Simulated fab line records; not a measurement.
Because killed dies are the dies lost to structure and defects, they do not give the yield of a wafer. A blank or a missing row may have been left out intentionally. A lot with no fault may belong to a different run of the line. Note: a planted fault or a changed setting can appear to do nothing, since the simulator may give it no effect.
Chamber matching :: flow n5-finfet :: N5_SD_EPI_N_ETCH_16 on rie-diel-02 has 4 sister chambers
The step etches SiO2 in CHF3/O2, target depth 5 nm. 14 wafers are shown with their chamber, then 7 later ones without.

WAFERS, EACH WITH ITS CHAMBER
wafer: L076.3
chamber: 3
showerhead-plenum-p-Torr (Torr): 2.51
rf-vpp-V (V): 541
oes-product-au (a.u.): 0.73

wafer: L076.4
chamber: 2
showerhead-plenum-p-Torr (Torr): 2.33
rf-vpp-V (V): 505
oes-product-au (a.u.): 0.77

wafer: L076.5
chamber: 3
showerhead-plenum-p-Torr (Torr): 2.51
rf-vpp-V (V): 539
oes-product-au (a.u.): 0.73

wafer: L079.1
chamber: 2
showerhead-plenum-p-Torr (Torr): 2.33
rf-vpp-V (V): 505
oes-product-au (a.u.): 0.77

wafer: L079.3
chamber: 0
showerhead-plenum-p-Torr (Torr): 2.46
rf-vpp-V (V): 539
oes-product-au (a.u.): 0.95

wafer: L079.4
chamber: 1
showerhead-plenum-p-Torr (Torr): 2.29
rf-vpp-V (V): 514
oes-product-au (a.u.): 0.71

wafer: L080.2
chamber: 1
showerhead-plenum-p-Torr (Torr): 2.29
rf-vpp-V (V): 514
oes-product-au (a.u.): 0.70

wafer: L080.4
chamber: 0
showerhead-plenum-p-Torr (Torr): 2.46
rf-vpp-V (V): 540
oes-product-au (a.u.): 0.96

wafer: L080.6
chamber: 1
showerhead-plenum-p-Torr (Torr): 2.29
rf-vpp-V (V): 513
oes-product-au (a.u.): 0.71

wafer: L081.2
chamber: 3
showerhead-plenum-p-Torr (Torr): 2.50
rf-vpp-V (V): 541
oes-product-au (a.u.): 0.72

wafer: L081.5
chamber: 1
showerhead-plenum-p-Torr (Torr): 2.29
rf-vpp-V (V): 514
oes-product-au (a.u.): 0.71

wafer: L081.6
chamber: 3
showerhead-plenum-p-Torr (Torr): 2.50
rf-vpp-V (V): 541
oes-product-au (a.u.): 0.72

wafer: L082.1
chamber: 1
showerhead-plenum-p-Torr (Torr): 2.29
rf-vpp-V (V): 514
oes-product-au (a.u.): 0.71

wafer: L082.4
chamber: 1
showerhead-plenum-p-Torr (Torr): 2.29
rf-vpp-V (V): 514
oes-product-au (a.u.): 0.71

SIGNATURES, as means of the wafers listed above
reading: showerhead-plenum-p-Torr
chamber 0: 2.4600
chamber 1: 2.2900
chamber 2: 2.3300
chamber 3: 2.5050
scatter within a chamber: 0.00316

reading: rf-vpp-V
chamber 0: 539.50
chamber 1: 513.83
chamber 2: 505.00
chamber 3: 540.50
scatter within a chamber: 0.658

reading: oes-product-au
chamber 0: 0.9550
chamber 1: 0.7083
chamber 2: 0.7700
chamber 3: 0.7250
scatter within a chamber: 0.00483
Rule: for a wafer and a chamber, the distance is found by dividing, reading by reading, the gap between the wafer's reading and the chamber's mean by the reading's scatter, squaring, summing and taking the root. If the next closest chamber is less than 2 further off than the closest, the wafer can't be placed; otherwise it belongs to the closest. The scatter is the square root of a quotient: the sum, over the shown wafers, of each reading's squared deviation from its chamber's mean, divided by wafers minus chambers.

WAFERS MISSING THEIR CHAMBER
wafer: L082.5
showerhead-plenum-p-Torr (Torr): 2.50
rf-vpp-V (V): 540
oes-product-au (a.u.): 0.73

wafer: L084.1
showerhead-plenum-p-Torr (Torr): 2.45
rf-vpp-V (V): 539
oes-product-au (a.u.): 0.92

wafer: L084.3
showerhead-plenum-p-Torr (Torr): 2.32
rf-vpp-V (V): 506
oes-product-au (a.u.): 0.76

wafer: L084.4
showerhead-plenum-p-Torr (Torr): 2.50
rf-vpp-V (V): 540
oes-product-au (a.u.): 0.72

wafer: L094.1
showerhead-plenum-p-Torr (Torr): 2.32
rf-vpp-V (V): 505
oes-product-au (a.u.): 0.74

wafer: L094.3
showerhead-plenum-p-Torr (Torr): 2.44
rf-vpp-V (V): 538
oes-product-au (a.u.): 0.88

wafer: L094.5
showerhead-plenum-p-Torr (Torr): 2.28
rf-vpp-V (V): 513
oes-product-au (a.u.): 0.68

CHAMBER TAKEN BY EACH
wafer: L082.5
from the rows above: 3
in truth: 3

wafer: L084.1
from the rows above: 0
in truth: 0

wafer: L084.3
from the rows above: 2
in truth: 2

wafer: L084.4
from the rows above: 3
in truth: 3

wafer: L094.1
from the rows above: 2
in truth: 2

wafer: L094.3
from the rows above: 0
in truth: 0

wafer: L094.5
from the rows above: 1
in truth: 1
Correct placement for 7 of the 7. Left unplaced by these rows: 0. 0 placed wrongly.
